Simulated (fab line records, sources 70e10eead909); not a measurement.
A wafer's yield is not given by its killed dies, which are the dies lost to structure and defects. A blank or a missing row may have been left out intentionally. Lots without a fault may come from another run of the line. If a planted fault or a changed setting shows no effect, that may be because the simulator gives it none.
A struck lot beside a sound one ; flow nand harc ; 16 out of 1159 route steps
Sound: wafers L208.1, L208.4, L208.6. Wafers L191.1, L191.4, L191.5 were the ones struck. The cause is named last.
Per side, at each step with rows, come the tool, then ch with its chambers, and then its first start. Under that, the readings that differ: sound wafers ; struck wafers ; difference of the means ; sigmas: that difference in standard deviations of wafers without a fault.
alike: a reading whose means differ by less than 2 such deviations, as well as words and numbers matching on both sides. not compared: withheld readings; readings where some wafer has no value; bounds like >300 that might hide an equal value; numbers whose values overlap and for which the record gives no deviation.
The two part at a step that has a row with sigmas, a row that says differs or no value, or rows on one side only. Non-overlapping numbers with no deviation appear without sigmas and do not part them. A reading missing from all wafers of one side parts the sides only when that side holds two or more wafers.

NHARC_A_BONDPAD_ETCH_34: etches the open film in N2/H2, target depth 60 nm, overetch 18 nm, time 65.91 s.
  sound on rie diel-10 ch 0,1,3, day 22 16:23; struck on rie diel-05 ch 0,1, day 19 15:19
  alike: bias w, drypump motor current A, h2 flow sccm, oes product au, rf vpp V, showerhead plenum p Torr, throttle valve pct
  not compared: rf hours counter h
NHARC_A_BONDPAD_ETCH_12: etches the open film in CHF3/O2, target depth 220 nm, time 110 s.
  sound: rie diel-10 ch 0,3; struck: rie diel-05 ch 0,1,2
  alike: bias w, drypump motor current A, oes product au, rf vpp V, showerhead plenum p Torr, throttle valve pct
  not compared: rf hours counter h
NHARC_A_BONDPAD_CD_MEAS_13:
  sound on cd sem-01 at day 22 16:37; struck on cd sem-02 at day 19 15:33
  alike: cd nm
then, 1 step without rows for these wafers: NHARC_A_BONDPAD_STRIP_15 (strips in O2).
NHARC_A_BONDPAD_ETCH_24: etches the open film in CF4/N2, target depth 30 nm, time 72.99 s.
  sound: rie diel-10 ch 0,3; struck: rie diel-10 ch 0,1,3
  alike: bias w, drypump motor current A, oes product au, rf vpp V, showerhead plenum p Torr, throttle valve pct
  not compared: rf hours counter h
then, 3 steps without rows for these wafers: NHARC_A_BONDPAD_STRIP_16 (strips in post etch residue remover, time 600 s); NHARC_A_BONDPAD_DEGAS_25 (time 60 s); NHARC_A_BONDPAD_PRE_CLEAN_26 (time 30 s).
NHARC_A_BONDPAD_PVD_17: deposits TaN, target thk 5 nm, time 8.06 s.
  sound on pvd sputter-02; struck on pvd sputter-02
  alike: throttle valve pct
NHARC_A_BONDPAD_PVD_27: deposits Cu, target thk 30 nm, time 20.49 s.
  sound on pvd sputter-02; struck on pvd sputter-02
  alike: throttle valve pct
then, 2 steps without rows for these wafers: NHARC_A_BONDPAD_ECD_18 (material Cu, target thk 400 nm); NHARC_A_BONDPAD_ANNEAL_28 (time 90 s).
NHARC_A_BONDPAD_CMP_19: polishes, t overpolish 30 s, cu recess touch 16 s, target thk 169.8 nm.
  sound on cmp-01 ch 0,3, day 22 18:20; struck on cmp-02 ch 0,1,2, day 19 17:19
  no value came back on the struck wafers for cu recess touch s (s), edge zone pressure frac, motor current A (A), overpolish run s (s); on the sound wafers cu recess touch s (s) reads 16 16 16
NHARC_A_BONDPAD_THK_MEAS_20: measures by xrf.
  sound on film metro-02 at day 22 18:38; struck on film metro-01 at day 19 17:37
reading;sound;struck;difference;sigmas
thk nm (nm);167.7 169.5 169.4;407.4 409.9 411.8;+240.8;+99 or more
then, 1 step without rows for these wafers: NHARC_A_BONDPAD_SRD_21 (time 30 s, dry time 20 s).
NHARC_A_BONDPAD_INSPECT_23:
  sound on defect inspect-02 at day 22 18:51; struck on defect inspect-01 at day 19 17:52
reading;sound;struck;difference;sigmas
raw defect count;676 562 616;3339 3277 3269;+2677;+22

WHERE THEY PART
Earliest at NHARC_A_BONDPAD_CMP_19; latest, in this record, at NHARC_A_BONDPAD_INSPECT_23.

WHY: what the simulator had put in
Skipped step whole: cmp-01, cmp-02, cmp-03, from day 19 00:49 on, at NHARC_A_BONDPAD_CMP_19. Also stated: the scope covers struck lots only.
